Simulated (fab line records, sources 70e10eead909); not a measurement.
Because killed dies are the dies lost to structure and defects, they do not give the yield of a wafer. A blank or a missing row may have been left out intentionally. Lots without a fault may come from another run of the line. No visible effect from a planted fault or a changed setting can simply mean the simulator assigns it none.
fab line records	flow nandHarc	part 1 of 2: steps 1 to 25 of 33
record: lots: 5	wafers: 15	lastDay: 24
route steps=1159 shown P_GATE@125
lots that met no fault: taken from a fault-free run of the same line
startH: hours from the record's opening day to when the first of the lot's shown wafers began	waitH: hours since the lot's step before	" unchanged from the row above	L1.1+2: a row that stands for several wafers	- no value present, or no start provided	* or withheld: withheld	< > ~ a bound
route shown NAME@n: NAME is a module with steps in the file, n the number in the route of the first one	usual: mean and standard deviation over wafers with no fault	same: alike in all rows	chamber/n: place in a boat	sites: per-site readings	_std_site: their standard deviation	_edge_site: mean of outer sites minus mean of inner sites	radiusMm: how far each site lies from the wafer's centre	mask NAME#n: copy n	behind: the last tool/chamber to shape the wafer	hold: reason for holding the lot/hours on hold/outcome of the hold	device: whichever transistor did not switch (one of n, p or np)	end of line: tests of these same wafers at the route's end	a step given without rows: its recipe and nothing more	killed: the dies lost at the first sort to structure and to defects; this is not the yield of the wafer	map: shows each die of a wafer: x if killed, . if not, _ if none is there
set.NAME: setting as actually run; set.NAME@STEP: the setting as run at that earlier step	model.NAME: the simulator's own value behind a step, which no gauge read
a table for each step, a row for each wafer; lots at some steps of the route
services: a tool's chamber out of use, with start hour (startH, from the record's first day; less than 0 if before it), hours out, and reason
== steps ==
step: NHARC_P_GATE_ETCH_14
recipe: targetDepthA: 488	chemistry: dHF	material: SiO2
lot.wafer	tool	chamber	startH	waitH
L082.5+2+4	wetBench-02	0,3,4	123.91	0.1
L085.4+6+2	wetBench-06	5,7,1	151.73	0.1
L088.5+2+1	wetBench-06	6,2,3	159.80	0.1
L094.4+6+3	wetBench-06	2,4,5	191.86	0.1
L096.2+6+4	wetBench-06	0,2,5	199.18	0.1
step: NHARC_P_GATE_STRIP_15
recipe: timeS: 780	tempC: 130	chemistry: SPM
usual: bathGuardTempC: 129.9/0.38
lot.wafer	tool	chamber	startH	waitH	bathGuardTempC
L082.5	wetBench-02	0	123.95	0.0	130.1
L082.2	"	3	"	"	130.0
L082.4	"	4	"	"	129.6
L085.4	wetBench-06	5	151.77	0.0	130.1
L085.6	"	7	"	"	129.4
L085.2	"	1	"	"	130.0
L088.5	wetBench-06	6	159.83	0.0	130.3
L088.2	"	2	"	"	129.7
L088.1	"	3	"	"	129.6
L094.4	wetBench-06	2	191.90	0.0	130.1
L094.6	"	4	"	"	130.0
L094.3	"	5	"	"	130.6
L096.2	wetBench-06	0	199.22	0.0	130.2
L096.6	"	2	"	"	129.7
L096.4	"	5	"	"	130.5
step: NHARC_P_GATE_PRECLEAN_71
recipe: timeS: *	tempC: 50	bathAgeMin: 0	chemistry: SC1
usual: bathGuardTempC: 49.9/0.4
lot.wafer	tool	chamber	startH	waitH	bathGuardTempC
L082.5	wetBench-02	0	-	-	50.1
L082.2	"	3	"	"	49.9
L082.4	"	4	"	"	50.0
L085.4	wetBench-06	5	-	-	50.5
L085.6	"	7	"	"	49.8
L085.2	"	1	"	"	50.2
L088.5	wetBench-06	6	-	-	50.5
L088.2	"	2	"	"	49.9
L088.1	"	3	"	"	49.8
L094.4	wetBench-06	2	-	-	49.6
L094.6	"	4	"	"	50.5
L094.3	"	5	"	"	50.7
L096.2	wetBench-06	0	-	-	50.1
L096.6	"	2	"	"	49.8
L096.4	"	5	"	"	50.4
step: NHARC_P_GATE_SRD_72
lot.wafer	tool	chamber	startH	waitH
L082.5+2+4	wetBench-02	0,3,4	-	-
L085.4+6+2	wetBench-06	5,7,1	-	-
L088.5+2+1	wetBench-06	6,2,3	-	-
L094.4+6+3	wetBench-06	2,4,5	-	-
L096.2+6+4	wetBench-06	0,2,5	-	-
step: NHARC_P_GATE_OXIDE_16
recipe: targetThkA: 30	tempC: 875	oxTimeS: 392	material: SiO2
usual: zonePowerCentrePct: 18.4/2	zonePowerLowerPct: 17.4/2.5
lot.wafer	tool	chamber	startH	waitH	zonePowerCentrePct	zonePowerLowerPct
L082.2	furnace-08	0	127.06	-	15.8	19.3
L082.4	"	0	"	"	15.9	19.2
L082.5	"	0	"	"	16.1	18.9
L085.2	furnace-06	0	154.98	-	20.9	19.8
L085.4	"	0	"	"	20.7	19.4
L085.6	"	0	"	"	20.7	20.0
L088.1	furnace-08	0	163.18	-	15.8	19.0
L088.2	"	0	"	"	15.8	19.0
L088.5	"	0	"	"	15.6	19.5
L094.3	furnace-06	0	195.24	-	20.8	19.9
L094.4	"	0	"	"	21.3	19.6
L094.6	"	0	"	"	20.3	19.5
L096.2	furnace-07	0	202.92	-	17.2	14.6
L096.4	"	0	"	"	17.4	14.3
L096.6	"	0	"	"	17.3	14.3
step: NHARC_P_GATE_CVD_17
recipe: targetThkA: 1500	tempC: 620	timeS: 900	material: poly-Si
usual: zonePowerCentrePct: 8.8/0.38	zonePowerLowerPct: 8.5/0.64
lot.wafer	tool	chamber	startH	waitH	zonePowerCentrePct	zonePowerLowerPct
L082.2	lpcvdPoly-04	0	133.47	2.9	9.5	7.6
L082.4	"	0	"	"	9.3	7.7
L082.5	"	0	"	"	9.4	7.5
L085.2	lpcvdPoly-03	0	161.05	2.5	8.6	9.1
L085.4	"	0	"	"	8.6	8.8
L085.6	"	0	"	"	8.8	8.9
L088.1	lpcvdPoly-03	0	169.24	2.5	8.7	9.0
L088.2	"	0	"	"	8.8	8.9
L088.5	"	0	"	"	8.5	8.9
L094.3	lpcvdPoly-04	0	201.69	2.9	9.4	7.5
L094.4	"	0	"	"	9.4	7.5
L094.6	"	0	"	"	9.4	7.5
L096.2	lpcvdPoly-03	0	208.93	2.5	8.4	9.0
L096.4	"	0	"	"	8.6	8.9
L096.6	"	0	"	"	8.6	8.9
step: NHARC_P_GATE_HM_DEP_102
recipe: targetThkA: 1200	tempC: 400	material: aC
usual: susceptorTempC: 400.01/0.23	throttleValvePct: 34.999/0.0093
lot.wafer	tool	chamber	startH	waitH	susceptorTempC	throttleValvePct
L082.2	aclDep-01	0	136.40	0.7	-	34.998
L082.4	"	0	"	"	-	35.002
L082.5	"	0	"	"	-	35.005
L085.2	aclDep-01	0	165.17	1.9	-	34.991
L085.4	"	0	"	"	-	35.010
L085.6	"	0	"	"	-	34.990
L088.1	aclDep-03	0	172.92	1.4	400.23	34.997
L088.2	"	0	"	"	400.04	35.001
L088.5	"	0	"	"	400.46	35.001
L094.3	aclDep-02	0	204.48	0.6	400.08	35.005
L094.4	"	0	"	"	399.74	35.002
L094.6	"	0	"	"	399.48	34.999
L096.2	aclDep-01	0	212.54	1.4	-	35.012
L096.4	"	0	"	"	-	34.994
L096.6	"	0	"	"	-	34.998
step: NHARC_P_GATE_DEP_103
recipe: targetThkA: 300	targetThkNm: 30	tempC: 400	flowSccm: 200	rfW: 350	material: SiON
usual: heaterPowerW: 735/96	susceptorTempC: 400.02/0.23
lot.wafer	tool	chamber	startH	waitH	heaterPowerW	susceptorTempC
L082.2	pecvd-03	0	137.01	0.5	625	399.96
L082.4	"	2	"	"	705	400.31
L082.5	"	0	"	"	619	399.87
L085.2	pecvd-01	1	165.79	0.5	890	399.96
L085.6	"	0	"	"	756	399.86
L085.4	"	1	"	"	871	400.23
L088.1	pecvd-03	2	173.59	0.6	679	399.65
L088.2	"	1	"	"	712	399.95
L088.5	"	1	"	"	729	399.91
L094.3	pecvd-03	0	204.96	0.4	671	399.90
L094.4	"	1	"	"	723	399.98
L094.6	"	2	"	"	723	400.03
L096.2	pecvd-03	2	213.12	0.5	757	400.08
L096.6	"	1	"	"	739	399.94
L096.4	"	0	"	"	620	400.01
step: NHARC_P_GATE_DEHYDRATE_18
recipe: tempC: 150	timeS: 120
lot.wafer	tool	chamber	startH	waitH
L082.2+4+5	lithoTrack-01	0	137.22	0.2
L085.2+4+6	lithoTrack-01	0	166.04	0.2
L088.1+2+5	lithoTrack-01	0	173.86	0.2
L094.3+4+6	lithoTrack-06	0	205.23	0.2
L096.2+4+6	lithoTrack-06	0	213.37	0.2
step: NHARC_P_GATE_HMDS_19
recipe: timeS: 30
lot.wafer	tool	chamber	startH	waitH
L082.2+4+5	lithoTrack-01	0	-	-
L085.2+4+6	lithoTrack-01	0	-	-
L088.1+2+5	lithoTrack-01	0	-	-
L094.3+4+6	lithoTrack-06	0	-	-
L096.2+4+6	lithoTrack-06	0	-	-
step: NHARC_P_GATE_COAT_20
recipe: spinRpm: 1500	resistThkNm: 90
lot.wafer	tool	chamber	startH	waitH
L082.2+4+5	lithoTrack-01	0	-	-
L085.2+4+6	lithoTrack-01	0	-	-
L088.1+2+5	lithoTrack-01	0	-	-
L094.3+4+6	lithoTrack-06	0	-	-
L096.2+4+6	lithoTrack-06	0	-	-
step: NHARC_P_GATE_SOFTBAKE_21
recipe: tempC: 105	timeS: 55
lot.wafer	tool	chamber	startH	waitH
L082.2+4+5	lithoTrack-01	0	-	-
L085.2+4+6	lithoTrack-01	0	-	-
L088.1+2+5	lithoTrack-01	0	-	-
L094.3+4+6	lithoTrack-06	0	-	-
L096.2+4+6	lithoTrack-06	0	-	-
step: NHARC_P_GATE_EBR_22
lot.wafer	tool	chamber	startH	waitH
L082.2+4+5	lithoTrack-01	0	-	-
L085.2+4+6	lithoTrack-01	0	-	-
L088.1+2+5	lithoTrack-01	0	-	-
L094.3+4+6	lithoTrack-06	0	-	-
L096.2+4+6	lithoTrack-06	0	-	-
step: NHARC_P_GATE_EXPOSE_23
recipe: na: 1.35	targetCdNm: 120	doseMj: 93.91	maskId: P_GATE
lot.wafer	tool	chamber	startH	waitH	mask
L082.2+4+5	arfiScanner-03	0	137.49	-	P_GATE#0
L085.2+4+6	arfiScanner-02	0	166.31	-	P_GATE#0
L088.1+2+5	arfiScanner-02	0	174.00	-	P_GATE#0
L094.3+4+6	arfiScanner-02	0	205.51	-	P_GATE#0
L096.2+4+6	arfiScanner-02	0	213.51	-	P_GATE#0
step: NHARC_P_GATE_PEB_24
recipe: pebTempC: 100	pebTimeS: 65
same: pebTimeS: 65
lot.wafer	tool	chamber	startH	waitH
L082.2+4+5	lithoTrack-06	0	137.55	0.1
L085.2+4+6	lithoTrack-06	0	166.37	0.1
L088.1+2+5	lithoTrack-01	0	174.06	0.1
L094.3+4+6	lithoTrack-04	0	205.56	0.1
L096.2+4+6	lithoTrack-06	0	213.57	0.1
step: NHARC_P_GATE_DEVELOP_25
recipe: developTimeS: 35	devTempC: 23
same: developTimeS: 35
lot.wafer	tool	chamber	startH	waitH
L082.2+4+5	lithoTrack-06	0	-	-
L085.2+4+6	lithoTrack-06	0	-	-
L088.1+2+5	lithoTrack-01	0	-	-
L094.3+4+6	lithoTrack-04	0	-	-
L096.2+4+6	lithoTrack-06	0	-	-
step: NHARC_P_GATE_CD_MEAS_26
recipe: targetCdNm: 120	landingEnergyEv: 500
usual: cdNm: 120.3/0.58
lot.wafer	tool	chamber	startH	waitH	cdNm
L082.2	cdSem-03	0	137.63	-	120.7
L082.4	"	0	"	"	120.0
L082.5	"	0	"	"	120.2
L085.2	cdSem-01	0	166.45	-	119.5
L085.4	"	0	"	"	119.9
L085.6	"	0	"	"	120.8
L088.1	cdSem-02	0	174.14	-	119.8
L088.2	"	0	"	"	120.2
L088.5	"	0	"	"	119.9
L094.3	cdSem-02	0	205.65	-	120.6
L094.4	"	0	"	"	120.2
L094.6	"	0	"	"	120.5
L096.2	cdSem-01	0	213.65	-	120.2
L096.4	"	0	"	"	119.8
L096.6	"	0	"	"	120.6
step: NHARC_P_GATE_OVL_MEAS_27
usual: overlayXNm: -0.2/0.96	overlayYNm: 0.1/1.1
lot.wafer	tool	chamber	startH	waitH	overlayXNm	overlayYNm
L082.2	overlay-02	-	137.72	-	0.5	0.5
L082.4	"	-	"	"	-0.1	0.6
L082.5	"	-	"	"	0.1	0.4
L085.2	overlay-01	-	166.53	-	-0.8	0.8
L085.4	"	-	"	"	-0.2	0.6
L085.6	"	-	"	"	-0.5	0.3
L088.1	overlay-01	-	174.23	-	-0.4	1.6
L088.2	"	-	"	"	-0.4	1.1
L088.5	"	-	"	"	-0.1	1.0
L094.3	overlay-02	-	205.73	-	-1.5	-1.0
L094.4	"	-	"	"	-2.2	-0.4
L094.6	"	-	"	"	-1.8	-0.2
L096.2	overlay-01	-	213.74	-	-1.2	1.9
L096.4	"	-	"	"	-1.7	2.0
L096.6	"	-	"	"	-0.7	2.1
step: NHARC_P_GATE_INSPECT_28
usual: rawDefectCount: 6.1/3
lot.wafer	tool	chamber	startH	waitH	rawDefectCount
L082.2	defectInspect-02	-	137.75	0.0	4
L082.4	"	-	"	"	5
L082.5	"	-	"	"	8
L085.2	defectInspect-02	-	166.57	0.0	1
L085.4	"	-	"	"	4
L085.6	"	-	"	"	5
L088.1	defectInspect-01	-	174.27	0.0	0
L088.2	"	-	"	"	6
L088.5	"	-	"	"	6
L094.3	defectInspect-02	-	205.77	0.0	9
L094.4	"	-	"	"	1
L094.6	"	-	"	"	7
L096.2	defectInspect-01	-	213.77	0.0	7
L096.4	"	-	"	"	5
L096.6	"	-	"	"	11
step: NHARC_P_GATE_DESCUM_31
recipe: timeS: 3	o2FlowSccm: 200	arFlowSccm: 0	biasPowerW: 0	chemistry: O2
usual: drypumpMotorCurrentA: 5.8/0.47	oesProductAu: 0.997/0.01	rfVppV: 57.9/0.86	showerheadPlenumPTorr: 1.96/0.077	throttleValvePct: 11.311/0.009
lot.wafer	tool	chamber	startH	waitH	drypumpMotorCurrentA	oesProductAu	rfHoursCounterH	rfVppV	showerheadPlenumPTorr	throttleValvePct
L082.4	rieDiel-12	1	137.82	0.1	6.2	0.987	17	57.9	1.99	11.310
L082.2	"	3	"	"	5.3	1.004	19	57.2	2.02	11.312
L082.5	"	1	"	"	6.2	0.992	-	58.4	1.99	11.312
L085.2	rieDiel-13	2	166.64	0.1	6.3	0.988	22	57.3	1.84	11.296
L085.4	"	0	"	"	5.9	0.988	20	58.0	1.97	11.295
L085.6	"	2	"	"	6.3	0.999	-	57.6	1.84	11.315
L088.2	rieDiel-12	1	174.34	0.1	6.2	0.990	23	58.7	1.99	11.317
L088.1	"	3	"	"	5.2	0.996	25	57.9	2.02	11.311
L088.5	"	0	"	"	5.4	0.995	-	57.5	1.90	11.311
L094.4	rieDiel-13	1	205.85	0.1	5.7	0.988	36	59.1	2.06	11.309
L094.3	"	2	"	"	6.3	0.992	36	57.2	1.84	11.311
L094.6	"	0	"	"	5.9	0.994	-	58.6	1.97	11.306
L096.4	rieDiel-12	1	213.83	0.1	6.2	0.985	1	56.9	1.99	11.321
L096.2	"	2	"	"	6.3	0.996	1	58.7	2.05	11.305
L096.6	"	1	"	"	6.2	0.981	-	58.7	1.99	11.305
step: NHARC_P_GATE_ETCH_104
recipe: targetDepthA: 600	timeS: withheld	cf4FlowSccm: 100	chf3FlowSccm: 30	arFlowSccm: 0	rfW: 500	biasW: 200	chemistry: CF4/CHF3
usual: biasW: 200.1/0.62	drypumpMotorCurrentA: 5.8/0.49	oesProductAu: 0.941/0.02	rfVppV: 371.8/2	showerheadPlenumPTorr: 1.61/0.06	throttleValvePct: 16.801/0.0097
lot.wafer	tool	chamber	startH	waitH	biasW	drypumpMotorCurrentA	oesProductAu	rfVppV	showerheadPlenumPTorr	throttleValvePct
L082.2	rieDiel-12	0	137.90	0.1	200.5	5.4	0.963	369.5	1.57	16.795
L082.4	"	1	"	"	200.6	6.2	0.927	371.8	1.64	16.803
L082.5	"	0	"	"	201.1	5.4	0.954	370.3	1.57	16.817
L085.2	rieDiel-13	3	166.77	0.1	201.1	5.4	0.978	370.8	1.57	16.801
L085.4	"	1	"	"	200.0	5.7	0.929	373.7	1.69	16.787
L085.6	"	0	"	"	201.4	5.9	0.952	371.3	1.62	16.789
L088.1	rieDiel-12	3	174.42	0.1	200.3	5.2	0.937	372.6	1.65	16.807
L088.2	"	0	"	"	201.4	5.4	0.932	371.0	1.56	16.793
L088.5	"	3	"	"	199.3	5.3	0.920	372.7	1.65	16.802
L094.4	rieDiel-13	2	206.33	0.5	200.1	6.3	0.914	369.7	1.51	16.811
L094.3	"	0	"	"	199.8	5.9	0.923	372.3	1.61	16.787
L094.6	"	2	"	"	200.6	6.3	0.917	369.0	1.51	16.793
L096.4	rieDiel-12	2	213.99	0.1	199.0	6.3	0.945	374.8	1.68	16.804
L096.2	"	3	"	"	200.2	5.2	0.960	372.4	1.65	16.798
L096.6	"	2	"	"	199.2	6.3	0.956	374.2	1.68	16.795
step: NHARC_P_GATE_HM_OPEN_105
recipe: targetDepthA: 3600	o2FlowSccm: 400	cosFlowSccm: 20	arFlowSccm: 0	rfW: 500	biasW: 300	chemistry: O2/COS
usual: biasW: 299.9/0.81	drypumpMotorCurrentA: 5.8/0.48	oesProductAu: 0.997/0.0092	rfVppV: 468.5/2.5	showerheadPlenumPTorr: 3.18/0.12	throttleValvePct: 28.329/0.0091
lot.wafer	tool	chamber	startH	waitH	biasW	drypumpMotorCurrentA	oesProductAu	rfHoursCounterH	rfVppV	showerheadPlenumPTorr	throttleValvePct
L082.4	rieDiel-12	2	-	-	300.3	6.3	1.011	17	471.0	3.34	28.328
L082.2	"	3	"	"	300.1	5.3	0.992	19	470.7	3.29	28.333
L082.5	"	0	"	"	299.7	5.4	1.009	-	467.2	3.11	28.325
L085.2	rieDiel-13	2	-	-	300.5	6.3	0.985	22	464.9	3.01	28.318
L085.4	"	0	"	"	298.9	5.9	0.984	20	469.8	3.21	28.336
L085.6	"	1	"	"	300.6	5.7	0.983	-	472.4	3.36	28.321
L088.2	rieDiel-12	2	-	-	299.5	6.3	1.012	24	471.4	3.34	28.338
L088.1	"	1	"	"	300.1	6.1	0.990	23	470.5	3.24	28.302
L088.5	"	2	"	"	300.3	6.3	1.009	-	472.7	3.34	28.321
L094.3	rieDiel-13	1	-	-	300.8	5.7	0.988	36	471.3	3.35	28.325
L094.4	"	2	"	"	301.1	6.3	0.987	37	465.7	3.00	28.320
L094.6	"	3	"	"	300.0	5.4	1.006	-	467.1	3.11	28.338
L096.4	rieDiel-12	0	-	-	299.3	5.4	1.014	1	465.5	3.10	28.329
L096.2	"	2	"	"	301.5	6.3	1.007	1	469.9	3.33	28.328
L096.6	"	3	"	"	300.3	5.3	1.009	-	471.3	3.28	28.323
step: NHARC_P_GATE_STRIP_106
recipe: o2FlowSccm: 400	cosFlowSccm: 20	arFlowSccm: 0	biasW: 0	chemistry: O2/COS
lot.wafer	tool	chamber	startH	waitH
L082.4+2+5	rieDiel-12	1,2,1	-	-
L085.2+4+6	rieDiel-13	0,2,0	-	-
L088.1+2+5	rieDiel-12	2,3,0	-	-
L094.3+4+6	rieDiel-13	3,1,3	-	-
L096.4+2+6	rieDiel-12	1,3,1	-	-
step: NHARC_P_GATE_ETCH_114
recipe: targetDepthA: 300	overetchA: 30	timeS: 16.5	ionEnergyEv: 100	cf4FlowSccm: 80	o2FlowSccm: 20	arFlowSccm: 0	rfW: 300	biasW: 100	chemistry: CF4/O2
usual: biasW: 100.0/0.31	drypumpMotorCurrentA: 5.8/0.49	oesProductAu: 0.998/0.011	rfVppV: 198.4/1.3	showerheadPlenumPTorr: 1.36/0.054	throttleValvePct: 13.398/0.0085
lot.wafer	tool	chamber	startH	waitH	biasW	drypumpMotorCurrentA	oesProductAu	rfHoursCounterH	rfVppV	showerheadPlenumPTorr	throttleValvePct
L082.2	rieDiel-12	3	-	-	100.3	5.2	1.006	19	198.9	1.41	13.394
L082.4	"	0	"	"	99.6	5.4	1.005	17	198.4	1.33	13.397
L082.5	"	2	"	"	99.8	6.3	1.018	-	200.7	1.43	13.393
L085.2	rieDiel-13	2	-	-	100.7	6.3	1.006	22	196.5	1.29	13.377
L085.4	"	0	"	"	100.0	5.9	1.007	20	199.0	1.37	13.389
L085.6	"	1	"	"	99.9	5.7	0.992	-	200.6	1.44	13.398
L088.2	rieDiel-12	3	-	-	100.2	5.2	0.994	25	199.5	1.41	13.388
L088.1	"	1	"	"	100.2	6.2	0.985	23	198.1	1.39	13.398
L088.5	"	3	"	"	100.5	5.2	1.010	-	198.5	1.41	13.420
L094.3	rieDiel-13	2	-	-	100.4	6.4	0.987	37	195.6	1.28	13.395
L094.4	"	1	"	"	100.1	5.7	0.988	37	200.5	1.44	13.406
L094.6	"	3	"	"	100.4	5.4	1.020	-	198.6	1.33	13.411
L096.2	rieDiel-12	0	-	-	100.0	5.4	0.991	1	196.9	1.33	13.405
L096.4	"	1	"	"	99.9	6.2	0.995	1	199.0	1.39	13.394
L096.6	"	0	"	"	100.0	5.3	1.005	-	197.1	1.33	13.427
step: NHARC_P_GATE_ETCH_32
recipe: targetDepthA: 1500	overEtchFrac: 1	overEtchIonEnergyEv: 40	timeS: 100.1	hbrFlowSccm: 150	cl2FlowSccm: 50	rfW: 400	icpW: 400	biasW: 100	chemistry: HBr/Cl2
usual: biasW: 100.02/0.28	drypumpMotorCurrentA: 5.9/0.35	oesProductAu: 1.001/0.0094	throttleValvePct: 26.406/0.01
lot.wafer	tool	chamber	startH	waitH	biasW	drypumpMotorCurrentA	oesProductAu	rfHoursCounterH	throttleValvePct
L082.2	rieSi-02	1	138.28	-	100.06	5.5	0.997	1.1	26.414
L082.4	"	3	"	"	99.99	6.6	0.999	0.9	26.420
L082.5	"	2	"	"	99.25	6.1	0.994	-	26.411
L085.2	rieSi-02	3	167.23	-	99.72	6.5	1.007	1.3	26.422
L085.4	"	0	"	"	100.46	5.6	0.994	-	26.418
L085.6	"	2	"	"	100.05	6.1	0.994	-	26.414
L088.1	rieSi-02	3	174.82	-	100.09	6.4	1.007	1.3	26.394
L088.2	"	0	"	"	100.04	5.6	0.986	1.1	26.407
L088.5	"	3	"	"	100.01	6.5	1.004	-	26.403
L094.4	rieSi-02	2	206.93	-	100.15	6.1	1.004	1.9	26.403
L094.3	"	0	"	"	99.80	5.6	0.996	1.4	26.415
L094.6	"	3	"	"	99.89	6.5	1.013	-	26.394
L096.2	rieSi-04	1	214.54	-	99.24	5.5	1.000	0.8	26.406
L096.4	"	0	"	"	100.41	5.4	0.994	0.9	26.395
L096.6	"	2	"	"	100.14	5.8	1.019	-	26.398
